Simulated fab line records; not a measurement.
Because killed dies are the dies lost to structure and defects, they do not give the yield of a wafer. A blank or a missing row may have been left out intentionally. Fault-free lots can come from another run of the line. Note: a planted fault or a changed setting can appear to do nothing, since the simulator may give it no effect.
fab line records	flow nand_harc
record: lots: 6	wafers: 17	last_day: 33
route steps=1302 shown A_CHANNEL_HOLE_D2@608 A_CHANNEL_FILL_D2@610 END@1302
lots with no fault: from the same line, run without faults
start_h: hours from the record's opening day to when the first of the lot's shown wafers began	wait_h: how many hours have passed since the lot's step before this one	" as in the row above	L1.1+2: a single row standing in for several wafers	- no value, or no start was given	* or withheld: withheld	< > ~ a bound
route shown NAME@n: names a module that has steps shown in the file, with the first one's number in the route	usual: average and standard deviation across the fault-free wafers	same: alike in all rows	chamber/n: place in a boat	sites: each site's reading	_std_site: the standard deviation of these	_edge_site: inner sites' mean taken away from outer sites' mean	radius_mm: how far each site lies from the wafer's centre	mask NAME#n: copy n	behind: the tool/chamber that last shaped the wafer	hold: cause of the lot's hold/its duration in hours/its outcome	device: the transistor (n, p or np) that didn't switch	end of line: tests of these same wafers at the route's end	a step with no rows: only its recipe	killed: at the first sort, the dies lost to defects and structure; wafer yield is something else	map: a wafer's dies, marking killed ones x, the rest . and places with no die _
set.NAME: the run value of the setting; set.NAME@STEP: its run value at that earlier step	model.NAME: the simulator's own value behind a step, which no gauge read
a table for each step, a row for each wafer; lots at some steps of the route
services: a tool's chamber out of use, with start hour (start_h, from the record's first day; less than 0 if before it), hours out, and reason
== steps ==
step: NHARC_A_CHANNEL_HOLE_D2_XSEM_32
recipe: landing_energy_ev: 35000
usual: bot_cd_nm: 74.2/1.1	bow_nm: 8.6/0.33	tilt_deg: 0.08/0.043
lot.wafer	tool	chamber	start_h	wait_h	bot_cd_nm	bow_nm	tilt_deg
L267.3	xsem-02	0	362.72	0.1	74.5	8.5	0.04
L267.5	"	0	"	"	74.0	8.5	0.04
L267.6	"	0	"	"	73.3	8.5	0.04
L270.1	xsem-01	0	398.07	0.1	74.2	8.2	0.07
L270.2	"	0	"	"	74.9	8.2	0.07
L270.4	"	0	"	"	74.6	8.2	0.07
L279.2	xsem-01	0	482.69	0.1	72.4	8.6	0.07
L279.4	"	0	"	"	72.3	8.5	0.07
L279.6	"	0	"	"	72.9	8.5	0.07
L280.4	xsem-02	0	496.30	0.1	74.9	8.2	0.05
L280.6	"	0	"	"	73.3	8.3	0.05
L282.2	xsem-02	0	511.54	0.1	74.9	8.0	0.09
L282.5	"	0	"	"	74.0	8.0	0.09
L282.6	"	0	"	"	74.2	8.0	0.09
L284.2	xsem-02	0	527.60	0.1	73.7	9.0	0.01
L284.5	"	0	"	"	74.0	8.9	0.01
L284.6	"	0	"	"	73.2	9.0	0.01
step: NHARC_A_CHANNEL_HOLE_D2_INSPECT_40
usual: raw_defect_count: 260/72
lot.wafer	tool	chamber	start_h	wait_h	raw_defect_count
L267.3	defect_inspect-01	-	362.81	-	351
L267.5	"	-	"	"	300
L267.6	"	-	"	"	413
L270.1	defect_inspect-01	-	398.17	-	299
L270.2	"	-	"	"	240
L270.4	"	-	"	"	374
L279.2	defect_inspect-01	-	482.79	-	183
L279.4	"	-	"	"	260
L279.6	"	-	"	"	208
L280.4	defect_inspect-01	-	496.39	-	227
L280.6	"	-	"	"	228
L282.2	defect_inspect-02	-	511.63	-	418
L282.5	"	-	"	"	294
L282.6	"	-	"	"	230
L284.2	defect_inspect-01	-	527.70	-	210
L284.5	"	-	"	"	167
L284.6	"	-	"	"	247
step: NHARC_A_CHANNEL_FILL_D2_PRECLEAN_00
recipe: time_s: *	temp_c: 50	bath_age_min: 0	chemistry: SC1
step: NHARC_A_CHANNEL_FILL_D2_SRD_01
step: NHARC_A_CHANNEL_FILL_D2_ALD_02
recipe: target_thk_a: 60	pulse_time_s: 10	ald_cycles: 60	temp_c: 300	material: SiO2
usual: heater_power_w: 489/66	precursor_pulse_height_rel: 1.004/0.019
lot.wafer	tool	chamber	start_h	wait_h	heater_power_w	precursor_pulse_height_rel
L267.3	ald_hk-01	0	363.15	-	602	1.004
L267.5	"	2	"	"	487	1.037
L267.6	"	3	"	"	535	0.977
L270.2	ald_hk-01	2	398.44	-	462	0.970
L270.1	"	3	"	"	537	1.018
L270.4	"	0	"	"	614	1.013
L279.4	ald_hk-01	3	484.07	-	523	0.991
L279.2	"	0	"	"	644	1.004
L279.6	"	3	"	"	517	1.003
L280.4	ald_hk-02	0	496.80	-	463	0.999
L280.6	"	1	"	"	424	1.027
L282.2	ald_hk-01	0	512.04	-	639	0.996
L282.6	"	1	"	"	517	0.999
L282.5	"	2	"	"	489	1.014
L284.2	ald_hk-03	1	528.18	-	534	1.002
L284.6	"	3	"	"	396	0.982
L284.5	"	0	"	"	491	1.018
step: NHARC_A_CHANNEL_FILL_D2_ALD_03
recipe: target_thk_a: 60	pulse_time_s: 60	ald_cycles: 58	temp_c: 630	pressure_torr: 2	material: SiNx
step: NHARC_A_CHANNEL_FILL_D2_ALD_14
recipe: target_thk_a: 25	pulse_time_s: 10	ald_cycles: 25	temp_c: 300	material: SiO2
step: NHARC_A_CHANNEL_FILL_D2_ALD_15
recipe: target_thk_a: 20	pulse_time_s: 60	ald_cycles: 19	temp_c: 630	pressure_torr: 2	material: SiNx
usual: precursor_pulse_height_rel: 0.999/0.021
lot.wafer	tool	chamber	start_h	wait_h	precursor_pulse_height_rel
L267.3	ald_sin_batch-01	0	-	-	0.974
L267.5	"	0	"	"	0.997
L267.6	"	0	"	"	1.006
L270.1	ald_sin_batch-03	0	-	-	0.980
L270.2	"	0	"	"	1.013
L270.4	"	0	"	"	0.993
L279.2	ald_sin_batch-01	0	-	-	1.011
L279.4	"	0	"	"	1.018
L279.6	"	0	"	"	1.008
L280.4	ald_sin_batch-02	0	-	-	1.009
L280.6	"	0	"	"	0.981
L282.2	ald_sin_batch-03	0	-	-	0.996
L282.5	"	0	"	"	1.000
L282.6	"	0	"	"	0.998
L284.2	ald_sin_batch-01	0	-	-	1.028
L284.5	"	0	"	"	0.949
L284.6	"	0	"	"	1.039
step: NHARC_A_CHANNEL_FILL_D2_ALD_16
recipe: target_thk_a: 15	pulse_time_s: 10	ald_cycles: 15	temp_c: 300	material: SiO2
step: NHARC_A_CHANNEL_FILL_D2_ANNEAL_17
recipe: temp_c: 850	time_s: 1800
step: NHARC_A_CHANNEL_FILL_D2_CVD_18
recipe: target_thk_a: 30	temp_c: 550	material: poly-Si
step: NHARC_A_CHANNEL_FILL_D2_ETCHBACK_19
recipe: target_depth_a: 50	time_s: 1.7	hbr_flow_sccm: 150	cl2_flow_sccm: 50	rf_w: 400	icp_w: 400	bias_w: 100	chemistry: HBr/Cl2
usual: drypump_motor_current_A: 5.8/0.49	oes_product_au: 1.001/0.0074	throttle_valve_pct: 26.407/0.0096
same: time_s: 1.7
lot.wafer	tool	chamber	start_h	wait_h	drypump_motor_current_A	oes_product_au	rf_hours_counter_h	throttle_valve_pct
L267.3	rie_si-04	1	392.13	0.4	5.8	1.018	0.2	26.406
L267.5	"	3	"	"	5.8	1.004	-	26.408
L267.6	"	0	"	"	6.7	0.997	-	26.404
L270.2	rie_si-06	1	423.14	0.4	6.5	0.992	0.9	26.421
L270.1	"	2	"	"	5.4	0.996	0.8	26.396
L270.4	"	0	"	"	5.5	0.995	0.9	26.414
L279.2	rie_si-06	1	507.57	0.4	6.6	0.989	0.6	26.394
L279.4	"	2	"	"	5.4	0.993	0.6	26.420
L279.6	"	0	"	"	5.6	0.984	-	26.420
L280.4	rie_si-06	0	520.06	0.4	5.6	1.003	0.6	26.413
L280.6	"	1	"	"	6.5	1.004	-	26.386
L282.2	rie_si-06	2	537.61	0.4	5.4	1.003	0.7	26.404
L282.5	"	2	"	"	5.4	1.012	-	26.411
L282.6	"	3	"	"	5.0	1.005	-	26.402
L284.2	rie_si-02	1	551.76	0.4	5.7	1.003	0.3	26.408
L284.5	"	1	"	"	5.7	1.008	-	26.404
L284.6	"	2	"	"	6.0	1.008	-	26.404
step: NHARC_A_CHANNEL_FILL_D2_ETCHBACK_20
recipe: target_depth_a: 270	time_s: 13.5	c4f8_flow_sccm: withheld	o2_flow_sccm: 8	ar_flow_sccm: withheld	rf_w: 600	bias_w: 1500	chemistry: C4F8/O2/Ar
usual: oes_product_au: 0.988/0.026	rf_vpp_V: 978/5.9	run_length_s: 34.5/0.41
lot.wafer	tool	chamber	start_h	wait_h	oes_product_au	rf_hours_counter_h	rf_vpp_V	run_length_s
L267.3	rie_diel-01	1	392.23	-	0.998	0	978	34.9
L267.5	"	1	"	"	0.991	-	976	34.9
L267.6	"	2	"	"	0.996	-	972	34.0
L270.4	rie_diel-03	2	423.27	-	0.992	4	984	34.1
L270.1	"	3	"	"	0.990	4	982	33.9
L270.2	"	0	"	"	1.004	4	970	34.7
L279.2	rie_diel-01	3	507.69	-	1.001	2	985	34.6
L279.4	"	2	"	"	0.997	-	972	34.5
L279.6	"	1	"	"	0.997	-	977	35.3
L280.4	rie_diel-03	2	520.20	-	0.986	1	985	29.1
L280.6	"	2	"	"	0.996	-	985	29.2
L282.2	rie_diel-03	2	537.74	-	0.998	2	985	34.6
L282.5	"	2	"	"	1.006	-	983	34.6
L282.6	"	3	"	"	0.999	-	983	29.0
L284.2	rie_diel-01	1	551.89	-	0.989	4	976	35.1
L284.6	"	1	"	"	0.996	-	975	35.1
L284.5	"	2	"	"	0.983	-	973	34.3
step: NHARC_A_CHANNEL_FILL_D2_STRIP_28
recipe: time_s: 20	o2_flow_sccm: 500	ar_flow_sccm: 0	bias_w: 0	chemistry: O2
usual: drypump_motor_current_A: 5.7/0.41	oes_product_au: 0.999/0.0075	rf_vpp_V: 57.8/0.92	showerhead_plenum_p_Torr: 3.53/0.15	throttle_valve_pct: 17.037/0.009
same: time_s: 20
lot.wafer	tool	chamber	start_h	wait_h	drypump_motor_current_A	oes_product_au	rf_hours_counter_h	rf_vpp_V	showerhead_plenum_p_Torr	throttle_valve_pct
L267.3	rie_diel-01	2	392.33	0.1	5.7	1.000	0	58.2	3.38	17.047
L267.6	"	0	"	"	5.3	1.001	-	55.7	3.63	17.030
L267.5	"	1	"	"	5.0	1.003	-	58.9	3.47	17.054
L270.4	rie_diel-03	2	423.36	0.1	6.0	0.998	4	57.5	3.69	17.042
L270.1	"	3	"	"	5.5	1.004	4	59.2	3.63	17.036
L270.2	"	0	"	"	5.7	1.010	4	58.2	3.32	17.038
L279.2	rie_diel-01	1	507.80	0.1	5.0	0.987	3	58.0	3.47	17.027
L279.6	"	2	"	"	5.7	0.987	-	58.1	3.38	17.027
L279.4	"	3	"	"	6.1	1.001	-	58.1	3.69	17.039
L280.4	rie_diel-03	1	520.28	0.1	6.2	1.005	2	57.1	3.40	17.030
L280.6	"	1	"	"	6.2	0.995	-	58.2	3.40	17.043
L282.2	rie_diel-03	3	537.84	0.1	5.5	1.001	2	57.2	3.63	17.035
L282.6	"	0	"	"	5.7	0.989	-	57.2	3.32	17.008
L282.5	"	1	"	"	6.2	1.003	-	57.8	3.40	17.037
L284.2	rie_diel-01	2	551.99	0.1	5.7	0.990	4	57.7	3.38	17.028
L284.5	"	3	"	"	6.1	0.989	-	57.1	3.69	17.036
L284.6	"	0	"	"	5.3	0.997	-	59.1	3.63	17.036
step: NHARC_END_SORT_01
recipe: temp_c: 25
usual: killed_at_array: 55/17	killed_at_other: 1.1/1.4	killed_at_periphery: 3.9/3	killed_dies: 59/17	killed_open: 3.5/2	killed_short: 2.6/1.6
same: gross_dies: 677
lot.wafer	tool	chamber	start_h	wait_h	killed_at_array	killed_at_other	killed_at_periphery	killed_dies	killed_open	killed_short
L280.4	prober-01	0	766.83	3.5	633	0	5	638	4	2
L280.6	prober-01	0	768.46	4.1	646	0	2	648	2	3
L282.6	prober-02	0	783.78	4.0	643	1	5	649	2	3
killed by level:class
L280.4 A_CHANNEL_FILL_D2:area_etchback=551 A_SLIT:chamber_film_flake=36 A_CHANNEL_HOLE_D2:chamber_film_flake=25 A_CHANNEL_HOLE_D1:chamber_film_flake=8 A_CONTACT:chamber_film_flake=5 P_CONTACT:geometric_particle:open=2 A_M0:geometric_particle:open=2 A_WL_FILL:chamber_film_flake=2
L280.6 A_CHANNEL_FILL_D2:area_etchback=568 A_SLIT:chamber_film_flake=26 A_CHANNEL_HOLE_D2:chamber_film_flake=21 A_CHANNEL_HOLE_D1:chamber_film_flake=15 A_CONTACT:chamber_film_flake=6 A_WL_FILL:chamber_film_flake=2 A_SOURCE_PLATE:geometric_particle:short=1 A_CHANNEL_FILL_D1:geometric_particle:short=1
L282.6 A_CHANNEL_FILL_D2:area_etchback=570 A_CHANNEL_HOLE_D2:chamber_film_flake=30 A_CHANNEL_HOLE_D1:chamber_film_flake=18 A_CONTACT:chamber_film_flake=13 A_SLIT:chamber_film_flake=6 P_GATE:chamber_film_flake=2 P_CONTACT:geometric_particle:open=1 P_M0:geometric_particle:short=1
map L280.6 (x killed, . not)
____________x____________
_________xxxxxxx_________
_______xxxxxxxxxxx_______
______xxxxxxxxxxxxx______
_____xxxxxx.xxxxxxxx_____
____xxxxxxxxxxxxxxxxx____
____xxxxxxxxxxxxxxxxx____
___xxxxxxxxxxxxxxxxxxx___
___xxxxxxxxxxxxxxxxxxx___
__xxxxxxxx.xxxxxxxxxxxx__
__xxxxxxxxx.xxxxxxxxxxx__
_xxxxxxxxxxxxxxxxxxxxxxx_
_xxxxxxxxxx.xxx.xxxxxxxx_
_xxxxxxxxxxxxxxxxxxxxxxx_
_xxxxxxxxx.xxxxxxxxxxxxx_
_xxxxxxxxxxxxxxxxxxxxxxx_
xxxxxxxxxxxxxxxx.xxxx.xxx
xxxxxxxxxxxxxx.xx.xxxxxxx
xxxxxxxxx.xxxxx..xxxxxxxx
xxxxxxxxxxxxxxx.xxxxxxxxx
xxxxxxxxxx.xx....x.xxxxxx
_xxxxxxxxxxx.xx.xxxxxxxx_
_xxxxx.xxx.xxxxxxxxxxxxx_
_xxxxxxxx..xxxxxxxxxxxxx_
_xxxxxxxxx.xxxxxxxxxxxxx_
_xxxxxxxx.xxxxxxxxxxxxxx_
__xxxxxxxxxxxxxxxxxxxxx__
__xxxxxxxx.xxxxxxxxxxxx__
___xxxxxxxxxxxxxxxxxxx___
___xxxxxxxxxxxxxxxxxxx___
____xxxxxxxxxxxxxxxxx____
____xxxxxxxxxxxxxxxxx____
_____xxxxxxxxxxxxxxx_____
______xxxxxxxxxxxxx______
_______xxxxxxxxxxx_______
_________xxxxxxx_________
____________x____________
map L282.6 (x killed, . not)
____________x____________
_________xxxxxxx_________
_______xxxxxxxxxxx_______
______xxxxxxxxxxxxx______
_____xxxxxxxxxxxxxxx_____
____xxxxxxxxxxxxxxxxx____
____xxxxxxxxxxxxxxxxx____
___xxxxxxxxxxx.xxxxxxx___
___xxxxxxxxxxxxxxxxxxx___
__xxxxxxxxxxxx.xxxxxxxx__
__xxxxxxxxxxxxxxxxxxxxx__
_xxxxxxxxxxxxxxxxxxxxxxx_
_xxxxxxxxxxx.xxxxxxxxxxx_
_xxxxxxxxx.xxxxxxxxxxxxx_
_xxxxxxxxxxxx.xxxx.xxxxx_
_xxxxxxxxxxxxxxx.xxxxxxx_
xxxxxxxxxxxxxx.xxxxxxxxxx
xxxxxxxxxxxxx.xxx.xxxxxxx
xxxxxxxxx.x..xxxxxxxxxxxx
xxxxxxxxxxxxxxxxxxxxxxxxx
xxxxxxxxx..xxxxxxxxxxxxxx
_xxxxxxx.xxxx.xxxx.xxxxx_
_xxxxxxxxxxxxxxxxxxxxxxx_
_xxxxxxxxxxx.xxxxxxxxxxx_
_xxxxx.xx.xxx.xxxxxxxxxx_
_xxxxxxxxxxxxx.xxxxxxxxx_
__xxxxxxxxxxxx.xxxxxxxx__
__xxxxxxxx.xxxxxxxxxxxx__
___xxxx.xxxx.xxxxxxxxx___
___xxxxxxxxxxxxxx.xxxx___
____xxxxxxxxxxxxxxxxx____
____xxxxxxxxxxxxxxxxx____
_____xxxxxxxxxxxxxxx_____
______xxxxxxxxxxxxx______
_______xxxxxxxxxxx_______
_________xxxxxxx_________
____________x____________
== services ==
tool	chamber	start_h	hours	kind
rie_si-04	-	342.00	9.0	pm
rie_si-06	1	372.11	6.6	repair
xsem-01	-	374.00	14.0	pm
rie_diel-03	1	374.22	4.5	repair
rie_diel-01	-	380.80	9.0	pm
ald_hk-03	-	385.72	0.6	repair
ald_hk-03	-	394.20	10.0	pm
rie_si-04	0	399.96	13.3	repair
rie_diel-01	3	423.84	11.2	repair
rie_si-06	-	426.00	9.0	pm
rie_diel-01	1	438.25	13.3	repair
rie_si-04	3	440.58	6.8	repair
rie_si-02	2	450.29	1.8	repair
rie_diel-01	3	453.98	7.3	repair
rie_si-02	-	454.00	9.0	pm
rie_diel-03	-	458.30	9.0	pm
rie_diel-01	0	460.68	2.5	repair
ald_hk-01	-	474.00	10.0	pm
rie_si-04	2	477.47	4.9	repair
rie_si-02	3	479.31	14.6	repair
rie_diel-01	3	481.15	2.7	repair
rie_diel-03	3	482.18	9.9	repair
rie_diel-01	0	501.21	8.1	repair
ald_sin_batch-01	-	506.00	26.0	pm
== key ==
first_sign: step: NHARC_A_CHANNEL_FILL_D2_ETCHBACK_20	reading: run_length_s	direction: down	sigmas: 13	usual: *	struck: *
effect: step: NHARC_END_SORT_01	reading: killed_at_array	direction: up	sigmas: 35	usual: 55	struck: 641
more_kills_born_at: NHARC_A_CHANNEL_FILL_D2_ETCHBACK_20@rie_diel-03: 1689
met_at NHARC_A_CHANNEL_FILL_D2_ETCHBACK_20
struck_wafers L280.4,L280.6,L282.6
later_rows_left_out L280.4,L280.6,L282.6
tester_left_out L280,L282
onset_between 423.27 520.20
fault: kind: process_parameter_drift	tool: rie_diel-03	chamber: -	onset_h: 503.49	steps: NHARC_A_CHANNEL_FILL_D2_ETCHBACK_20	channel: time_s	offset: *	shape: step	end_h: 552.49	scope: struck_wafers_only	acts_in: *	stated: *
tester_left_out: of these lots the tester's yield and bins aren't shown, on N5 and GAA mostly nor the transistor test; their killed dies are dies lost to structure and defects alone, not to doping, threshold or leakage, so they don't give the yield
later_rows_left_out: the simulator's readings of these wafers behind a module that went badly wrong aren't trusted and aren't shown, but for the sort
